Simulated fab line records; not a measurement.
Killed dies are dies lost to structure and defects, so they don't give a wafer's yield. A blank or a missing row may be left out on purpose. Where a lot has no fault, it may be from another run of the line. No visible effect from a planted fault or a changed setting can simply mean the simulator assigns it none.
One fault through the eyes of 2 desks | flow n5-finfet | numbers are kept per desk, each desk with only its own; the story behind them comes last

METROLOGY DESK
Lot by lot, what the gauges showed, no matter which tool ran the lot: averages of those sampled wafers that carry a number. A lot is out of limits, marked OUT, if its mean lies more than 4 standard deviations from the usual mean; the brackets give that distance. It has 11 readings; the 7 that lie furthest out on some lot are the ones shown.
Columns: A = DIBL_N at N5_BEOL_M4_RC_MEAS_101, usual 36.6 mV/V; B = DIBL_P at N5_BEOL_M4_RC_MEAS_101, usual 36.4 mV/V; C = IOFF_N at N5_BEOL_M4_RC_MEAS_101, usual 0.167 nA/um; D = IOFF_P at N5_BEOL_M4_RC_MEAS_101, usual 0.219 nA/um; E = ION_N at N5_BEOL_M4_RC_MEAS_101, usual 678 uA/um; F = SS_N at N5_BEOL_M4_RC_MEAS_101, usual 71.5 mV/dec; G = VT_P at N5_BEOL_M4_RC_MEAS_101, usual -249 mV
lot  | first seen here | A    | B    | C     | D     | E   | F    | G
L148 | day 4 18:16     | 37.9 | 36.9 | 0.181 | 0.248 | 694 | 71.6 | -245
L150 | day 5 07:27     | 38.4 | 37.4 | 0.181 | 0.228 | 683 | 72.3 | -247
L151 | day 5 11:53     | 36.1 | 36.4 | 0.140 | 0.180 | 676 | 71.3 | -254
L152 | day 5 18:14     | 36.6 | 36.0 | 0.156 | 0.223 | 672 | 71.4 | -247
L155 | day 6 11:11     | 34.5 | 35.5 | 0.156 | 0.232 | 678 | 71.2 | -245
L159 | day 7 12:13     | 38.0 | 37.3 | 0.201 | 0.264 | 675 | 72.5 | -245
L161 | day 8 00:51     | 36.7 | 37.1 | 0.159 | 0.204 | 673 | 71.4 | -252
L164 | day 8 23:02     | 38.1 | 36.9 | 0.169 | 0.196 | 680 | 71.7 | -253
L165 | day 9 04:56     | 37.2 | 38.6 | 0.172 | 0.234 | 676 | 72.1 | -249
Result from this desk: across the 9 lots, nothing is out of limits.

THE TOOL OWNER'S DESK: rie-diel-01
The tool's own readings at N5_SDB_ETCH_17 (etches SiARC in CF4, target depth 23.4 nm, time 39 s): means of the sampled wafers that have a number, for each lot that ran on this tool. A lot is out of limits, marked OUT, if its mean lies more than 4 standard deviations from the usual mean; the brackets give that distance.
Columns: A = drypump-motor-current-A at N5_SDB_ETCH_17, usual 5.8 A; B = etch-rf-on-time-s at N5_SDB_ETCH_17, usual 39.0 s; C = oes-product-au at N5_SDB_ETCH_17, usual 0.66 a.u.; D = rf-fwd-power-W at N5_SDB_ETCH_17, usual 535 W; E = rf-vpp-V at N5_SDB_ETCH_17, usual 184.2 V; F = showerhead-plenum-p-Torr at N5_SDB_ETCH_17, usual 2.16 Torr; G = throttle-valve-pct at N5_SDB_ETCH_17, usual 15.70 %
lot  | first seen here | A   | B              | C    | D   | E     | F    | G
L151 | day 5 12:32     | 5.6 | 39.1           | 0.69 | 533 | 184.3 | 2.15 | 15.61
L152 | day 5 18:52     | 5.7 | 38.6           | 0.71 | 534 | 184.3 | 2.13 | 15.66
L155 | day 6 11:49     | 5.7 | 49.4 (+21) OUT | 0.62 | 536 | 183.7 | 2.15 | 15.59
L159 | day 7 12:44     | 5.6 | 53.4 (+29) OUT | 0.58 | 537 | 184.2 | 2.14 | 15.77
L161 | day 8 01:22     | 5.6 | 59.2 (+41) OUT | 0.56 | 534 | 184.0 | 2.15 | 15.66
This desk's verdict: out of limits on L155, L159, L161, starting with L155 at day 6 11:49 (etch-rf-on-time-s at N5_SDB_ETCH_17). L151, L152 stayed within limits.

PUT TOGETHER
An alarm could have come from the tool owner's desk at day 6 11:49, on L155, L159, L161.
From the metrology desk's view, nothing was out of limits.
The metrology desk holds a record of L155, L159, L161, inside its limits.
The lots listed all ran N5_SDB_ETCH_17 on rie-diel-01.

WHAT THE SIMULATOR HAD PUT IN
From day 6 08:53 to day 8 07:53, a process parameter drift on rie-diel-01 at N5_SDB_ETCH_17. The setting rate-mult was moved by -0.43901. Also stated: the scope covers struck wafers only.
Lots struck among those shown: L155, L159, L161.
Time in hours from fault onset to the first out-of-limits reading at each desk: the tool owner's desk, 3.
